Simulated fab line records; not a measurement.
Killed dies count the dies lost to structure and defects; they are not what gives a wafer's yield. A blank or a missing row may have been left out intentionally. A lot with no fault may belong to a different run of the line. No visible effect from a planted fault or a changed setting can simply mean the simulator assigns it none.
Struck lot and sound lot, side by side / flow nand_harc / 14 out of 1302 route steps
Sound: wafers L533.1, L533.4, L533.5. The struck wafers were L537.3, L537.4, L537.6. The cause is named last.
Order at every step that has rows: each side's tool, ch and its chambers, its first start. Under that, the readings that differ: sound wafers / struck wafers / difference of the means / sigmas: that difference in standard deviations of wafers without a fault.
alike: same words and numbers on both sides, and readings whose means sit less than 2 such deviations apart. not compared: any withheld reading, any reading some wafer has no value for, any bound like >300 that may hide the same value, and any number with overlapping values for which the record gives no deviation.
A row with sigmas, a row that says differs or no value, or rows on one side alone: a step with any of these is where the two part. Numbers that don't overlap but have no deviation are shown without sigmas and don't part them. A reading that every wafer of one side lacks parts them only if that side has two wafers or more.

first, 7 steps without rows for these wafers: NHARC_P_GATE_HMDS_39 (time 30 s); NHARC_P_GATE_COAT_40; NHARC_P_GATE_SOFTBAKE_41 (time 95 s); NHARC_P_GATE_EBR_42; NHARC_P_GATE_EXPOSE_43 (exposes mask P NSD, target cd 720 nm); NHARC_P_GATE_PEB_44 (peb time 85 s); NHARC_P_GATE_DEVELOP_45 (time 70 s).
NHARC_P_GATE_CD_MEAS_46 targets a cd of 720 nm.
  sound on cd_sem-01 ch 0, day 5 17:46; struck on cd_sem-03 ch 0, day 7 06:43
  alike: cd_nm
then, 1 step without rows for these wafers: NHARC_P_GATE_HARDBAKE_47 (time 80 s).
NHARC_P_GATE_DESCUM_48: chemistry O2, time 3 s.
  sound on rie_diel-13 ch 1,2,3, day 5 17:55; struck on rie_diel-10 ch 0,1,2, day 7 06:54
  alike: drypump_motor_current_A, oes_product_au, rf_vpp_V, showerhead_plenum_p_Torr, throttle_valve_pct
  not compared: rf_hours_counter_h
following that, these wafers have no rows for 1 step: NHARC_P_GATE_IMPLANT_49.
NHARC_P_GATE_STRIP_111: strips in N2/H2, time 250 s.
  sound on plasma_asher-01 ch 0,1, day 5 18:20; struck on plasma_asher-01 ch 0,1, day 7 07:22
  alike: drypump_motor_current_A, heater_power_w
  not compared: rf_hours_counter_h
NHARC_P_GATE_STRIP_75: strips in O2.
  sound on plasma_asher-01 ch 0,1, day 5 18:36; struck on plasma_asher-01 ch 0,1, day 7 07:35
  no value came back on the struck wafers for drypump_motor_current_A (A), heater_power_w (W); on the sound wafers drypump_motor_current_A (A) reads 5.54 5.53 5.76
  not compared: rf_hours_counter_h
then, 1 step without rows for these wafers: NHARC_P_GATE_STRIP_50 (strips in SPM, time 900 s).

WHERE THEY PART
NHARC_P_GATE_STRIP_75 only, going by this record.

WHY: what had been put in by the simulator
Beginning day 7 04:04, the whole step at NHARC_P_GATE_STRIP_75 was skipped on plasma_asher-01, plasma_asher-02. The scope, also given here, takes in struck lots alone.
